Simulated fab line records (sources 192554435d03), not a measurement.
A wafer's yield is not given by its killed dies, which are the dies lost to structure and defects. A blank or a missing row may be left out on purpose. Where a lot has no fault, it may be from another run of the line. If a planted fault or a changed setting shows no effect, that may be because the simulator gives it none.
Split-lot trial :: flow n5-finfet :: on a route of 1938 steps: 7 lots, 21 wafers read

== SPLIT DETAILS ==
At N5_FIN_SAQP_ETCH_52 (etches SOC in N2/H2, target depth 100 nm, overetch 20 nm, time 150 s), the setting source-w was moved away from the recipe's 840 W on 10 of the 21 wafers read, by -13.5% to +11.1%. All remaining wafers had this setting at the recipe value.

The reading comes from the split's own step.

== THE READING ==
rf-vpp-V, in V, at N5_FIN_SAQP_ETCH_52 (etches SOC in N2/H2, target depth 100 nm, overetch 20 nm, time 150 s). A value of 526.4 V with a standard deviation of 1.5 V is what fault-free wafers of this fab line usually give.

wafer: L074.3
tool, chamber at the split: rie-diel-01, 3
source-w as run, W: 920.7
against the recipe: +9.6%
rf-vpp-V, V: 511.3
against lot-mates on the recipe: -16.1

wafer: L074.4
tool, chamber at the split: rie-diel-01, 1
source-w as run, W: 840
against the recipe: recipe
rf-vpp-V, V: 527.4
against lot-mates on the recipe: -

wafer: L074.6
tool, chamber at the split: rie-diel-01, 3
source-w as run, W: 920.7
against the recipe: +9.6%
rf-vpp-V, V: 510.7
against lot-mates on the recipe: -16.7

wafer: L076.4
tool, chamber at the split: rie-diel-01, 0
source-w as run, W: 754.8
against the recipe: -10.1%
rf-vpp-V, V: 545.4
against lot-mates on the recipe: +18.2

wafer: L076.5
tool, chamber at the split: rie-diel-01, 2
source-w as run, W: 840
against the recipe: recipe
rf-vpp-V, V: 526.1
against lot-mates on the recipe: -

wafer: L076.6
tool, chamber at the split: rie-diel-01, 3
source-w as run, W: 840
against the recipe: recipe
rf-vpp-V, V: 528.3
against lot-mates on the recipe: -

wafer: L079.3
tool, chamber at the split: rie-diel-03, 3
source-w as run, W: 840
against the recipe: recipe
rf-vpp-V, V: 526.3
against lot-mates on the recipe: -

wafer: L079.5
tool, chamber at the split: rie-diel-03, 1
source-w as run, W: 840
against the recipe: recipe
rf-vpp-V, V: 526.5
against lot-mates on the recipe: -

wafer: L079.6
tool, chamber at the split: rie-diel-03, 3
source-w as run, W: 840
against the recipe: recipe
rf-vpp-V, V: 525.9
against lot-mates on the recipe: -

wafer: L085.1
tool, chamber at the split: rie-diel-01, 1
source-w as run, W: 933.1
against the recipe: +11.1%
rf-vpp-V, V: 510.1
against lot-mates on the recipe: -17.1

wafer: L085.2
tool, chamber at the split: rie-diel-01, 2
source-w as run, W: 933.1
against the recipe: +11.1%
rf-vpp-V, V: 509.4
against lot-mates on the recipe: -17.8

wafer: L085.6
tool, chamber at the split: rie-diel-01, 0
source-w as run, W: 840
against the recipe: recipe
rf-vpp-V, V: 527.2
against lot-mates on the recipe: -

wafer: L093.4
tool, chamber at the split: rie-diel-01, 3
source-w as run, W: 840
against the recipe: recipe
rf-vpp-V, V: 529.2
against lot-mates on the recipe: -

wafer: L093.5
tool, chamber at the split: rie-diel-01, 0
source-w as run, W: 921
against the recipe: +9.6%
rf-vpp-V, V: 510.4
against lot-mates on the recipe: -18.8

wafer: L093.6
tool, chamber at the split: rie-diel-01, 1
source-w as run, W: 921
against the recipe: +9.6%
rf-vpp-V, V: 510.6
against lot-mates on the recipe: -18.6

wafer: L095.1
tool, chamber at the split: rie-diel-03, 2
source-w as run, W: 726.3
against the recipe: -13.5%
rf-vpp-V, V: 551.6
against lot-mates on the recipe: no lot-mate on the recipe

wafer: L095.2
tool, chamber at the split: rie-diel-03, 1
source-w as run, W: 726.3
against the recipe: -13.5%
rf-vpp-V, V: 552.5
against lot-mates on the recipe: no lot-mate on the recipe

wafer: L095.3
tool, chamber at the split: rie-diel-03, 3
source-w as run, W: 726.3
against the recipe: -13.5%
rf-vpp-V, V: 551.5
against lot-mates on the recipe: no lot-mate on the recipe

wafer: L096.4
tool, chamber at the split: rie-diel-03, 1
source-w as run, W: 840
against the recipe: recipe
rf-vpp-V, V: 523.9
against lot-mates on the recipe: -

wafer: L096.5
tool, chamber at the split: rie-diel-03, 3
source-w as run, W: 840
against the recipe: recipe
rf-vpp-V, V: 525.2
against lot-mates on the recipe: -

wafer: L096.6
tool, chamber at the split: rie-diel-03, 2
source-w as run, W: 840
against the recipe: recipe
rf-vpp-V, V: 526.7
against lot-mates on the recipe: -

THE FIT
A straight line over all 21 wafers: rf-vpp-V changes by -1.74 V for each +1% of source-w; r = -1.00; the points scatter about the line by 1.4 V.
The same after taking each lot's own level away (the mean of its wafers on the recipe; 18 wafers): -1.74 V for each +1%; r = -0.99; scatter 1.2 V.
That fit puts the effect of the largest move of source-w on the reading at 24 V.
The span of the lots' own levels, 525.27 to 529.20 V, comes to 2.6 times the standard deviation stated above.
So the lot-to-lot level changes the slope little: the two slopes agree.
Check: for one of the wafers moved furthest among these (+11.1%), held out of the fit, the line's prediction against its lot-mates is -19.7 V. It came out at -17.1 V against them.
Tool readings at the split's step, against how far the setting was moved: rf-vpp-V r = -1.00.

== OTHER SPLITS APPLIED TO THESE WAFERS ==
Note: prior to the reading, these wafers also went through further splits. Each is held against what the fit with the lots' levels taken away leaves over:
other split on the same wafers: N5_ZERO_LAYER_EXPOSE_08 dose-mj
wafers away from the commonest value: 7
r with rf-vpp-V (lot level and that fit taken away): +0.26

other split on the same wafers: N5_WELL_APT_COAT_02 spin-rpm
wafers away from the commonest value: 7
r with rf-vpp-V (lot level and that fit taken away): -0.41

other split on the same wafers: N5_FIN_SAQP_PEB_14 peb-time-s
wafers away from the commonest value: 10
r with rf-vpp-V (lot level and that fit taken away): -0.33

== THE FILE'S OWN FIT ==
rf-vpp-V changes by -1.74 V for each +1% of source-w, r = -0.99.
